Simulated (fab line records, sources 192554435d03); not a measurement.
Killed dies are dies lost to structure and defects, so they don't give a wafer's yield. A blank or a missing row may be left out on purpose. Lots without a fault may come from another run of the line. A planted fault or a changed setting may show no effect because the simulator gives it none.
One fault seen from 2 desks | flow n5_finfet | each desk has only its own numbers; what lay behind them comes last

THE METROLOGY DESK
What the gauges read, lot by lot, whatever tool the lot ran on: means of the sampled wafers that have a number. A lot is out of limits, marked OUT, if its mean lies more than 4 standard deviations from the usual mean; the brackets give that distance. Of its 11 readings 7 are shown: those that lie furthest out on some lot.
Columns: A = CJ_P at N5_BEOL_M4_RC_MEAS_101, usual 5.76; B = DIBL_P at N5_BEOL_M4_RC_MEAS_101, usual 36.5 mV/V; C = IOFF_N at N5_BEOL_M4_RC_MEAS_101, usual 0.16 nA/um; D = ION_N at N5_BEOL_M4_RC_MEAS_101, usual 675 uA/um; E = SS_P at N5_BEOL_M4_RC_MEAS_101, usual 73.3 mV/dec; F = VT_N at N5_BEOL_M4_RC_MEAS_101, usual 250 mV; G = VT_P at N5_BEOL_M4_RC_MEAS_101, usual -249.1 mV
lot  | first seen here | A    | B    | C    | D   | E    | F   | G
L581 | day 8 20:42     | 5.83 | 36.2 | 0.15 | 672 | 73.1 | 251 | -248.4
L583 | day 9 03:14     | 5.69 | 37.4 | 0.18 | 693 | 73.8 | 247 | -252.9
L598 | day 13 21:08    | 5.51 | 34.8 | 0.15 | 685 | 73.0 | 250 | -246.3
This desk's finding: nothing out of limits on any of the 3 lots.

THE TOOL OWNER'S DESK: rie_si-04
The tool's own readings at N5_SD_EPI_P_SD_RECESS_17 (chemistry HBr/Cl2/O2, target depth 39.1 nm, bt time 3 s): means of the sampled wafers that have a number, for each lot that ran on this tool. A lot is out of limits, marked OUT, if its mean lies more than 4 standard deviations from the usual mean; the brackets give that distance.
Columns: A = bias_w at N5_SD_EPI_P_SD_RECESS_17, usual 112.0 W; B = drypump_motor_current_A at N5_SD_EPI_P_SD_RECESS_17, usual 5.7 A; C = oes_product_au at N5_SD_EPI_P_SD_RECESS_17, usual 0.995 a.u.; D = throttle_valve_pct at N5_SD_EPI_P_SD_RECESS_17, usual 37.02 %
lot  | first seen here | A     | B   | C     | D
L581 | day 4 01:32     | 111.8 | 5.4 | 0.997 | 37.05
L583 | day 4 13:00     | 112.2 | 5.9 | 0.998 | 37.01
This desk's finding: nothing out of limits on any of the 2 lots.

PUT TOGETHER
The metrology desk saw nothing out of limits.
The tool owner's desk saw nothing out of limits.

WHAT THE SIMULATOR HAD PUT IN
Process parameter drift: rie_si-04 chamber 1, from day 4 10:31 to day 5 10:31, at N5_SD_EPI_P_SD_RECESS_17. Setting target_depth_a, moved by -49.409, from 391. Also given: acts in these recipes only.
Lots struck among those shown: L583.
